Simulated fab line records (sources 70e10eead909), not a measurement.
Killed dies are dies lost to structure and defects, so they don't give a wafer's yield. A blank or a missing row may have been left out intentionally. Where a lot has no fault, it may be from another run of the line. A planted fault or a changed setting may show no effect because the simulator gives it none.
The same fault as seen by 3 desks | flow nand_harc | every desk sees just its own numbers, and what lay behind them comes last

## FROM THE METROLOGY DESK
What the gauges read for every lot (on any tool): the sampled wafers with a number, averaged. A lot is out of limits, marked OUT, if its mean lies more than 4 standard deviations from the usual mean; the brackets give that distance.
Columns: A = thk_nm at NHARC_A_ONON_D2_THK_MEAS_27, usual 1001 nm
lot  | first seen here | A
L731 | day 14 02:43    | 987
L732 | day 14 17:53    | 995
L739 | day 17 20:21    | 1002
L740 | day 17 20:25    | 994
L743 | day 19 00:01    | 989
L746 | day 20 06:13    | 1008
L747 | day 20 23:35    | 1005
L748 | day 21 08:28    | 991
L749 | day 21 16:13    | 990
L750 | day 22 04:41    | 989
L751 | day 22 17:16    | 1018
This desk's verdict: no lot among the 11 shows anything out of limits.

## THE DEFECT DESK
Per lot, the means of the sampled wafers with a number show what the inspections along the route counted. A lot is out of limits, marked OUT, if its mean lies more than 4 standard deviations from the usual mean; the brackets give that distance.
Columns: A = raw_defect_count at NHARC_A_CHANNEL_HOLE_D2_INSPECT_40, usual 296
lot  | first seen here | A
L731 | day 14 13:28    | 180
L732 | day 15 05:15    | 277
L739 | day 18 10:16    | 312
L740 | day 18 12:11    | 731 (+5.6) OUT
L743 | day 19 14:05    | 717 (+5.4) OUT
L746 | day 21 00:38    | 203
L747 | day 21 15:23    | 260
L748 | day 21 22:29    | 278
L749 | day 22 06:52    | 260
L750 | day 22 15:50    | 242
L751 | day 23 05:18    | 256
Finding of this desk: L740, L743 out of limits; the first was L740 at day 18 12:11, on raw_defect_count at NHARC_A_CHANNEL_HOLE_D2_INSPECT_40. L731, L732, L739, L746, L747, L748, L749, L750, L751: within limits.

## TOOL OWNER'S DESK, har_etch-01
The tool's own readings at NHARC_A_CHANNEL_HOLE_D2_ETCH_19 (etches the open film in C4F8/O2/Ar, time 34.5 s): means of the sampled wafers that have a number, for each lot that ran on this tool. A lot is out of limits, marked OUT, if its mean lies more than 4 standard deviations from the usual mean; the brackets give that distance.
Columns: A = drypump_motor_current_A at NHARC_A_CHANNEL_HOLE_D2_ETCH_19, usual 5.9 A; B = showerhead_plenum_p_Torr at NHARC_A_CHANNEL_HOLE_D2_ETCH_19, usual 3.72 Torr; C = throttle_valve_pct at NHARC_A_CHANNEL_HOLE_D2_ETCH_19, usual 37.039 %
lot  | first seen here | A   | B    | C
L731 | day 14 07:47    | 6.3 | 3.69 | 37.041
L732 | day 14 23:35    | 6.1 | 3.66 | 37.036
L740 | day 18 06:32    | 6.1 | 3.63 | 37.045
L743 | day 19 08:15    | 6.1 | 3.62 | 37.038
L748 | day 21 16:47    | 6.2 | 3.63 | 37.044
L749 | day 22 01:07    | 6.3 | 3.63 | 37.043
L750 | day 22 10:08    | 6.1 | 3.59 | 37.036
L751 | day 22 23:35    | 6.3 | 3.62 | 37.037
This desk's verdict: no lot among the 8 shows anything out of limits.

## BROUGHT TOGETHER
The defect desk could have raised an alarm at day 18 12:11, on L740, L743.
Nothing out of limits was seen by the metrology desk.
The tool owner's desk saw nothing out of limits.
The metrology desk has L740, L743 on record, within its limits.
The tool owner's desk has L740, L743 on record, within its limits.
NHARC_A_CHANNEL_HOLE_D2_ETCH_19 was run on har_etch-01 by each of the lots named.

## WHAT THE SIMULATOR PUT IN
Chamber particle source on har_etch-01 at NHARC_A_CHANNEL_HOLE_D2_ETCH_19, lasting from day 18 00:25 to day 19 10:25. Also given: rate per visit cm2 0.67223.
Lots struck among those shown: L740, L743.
Hours from the fault's start to each desk's first reading out of limits: the defect desk, 12.
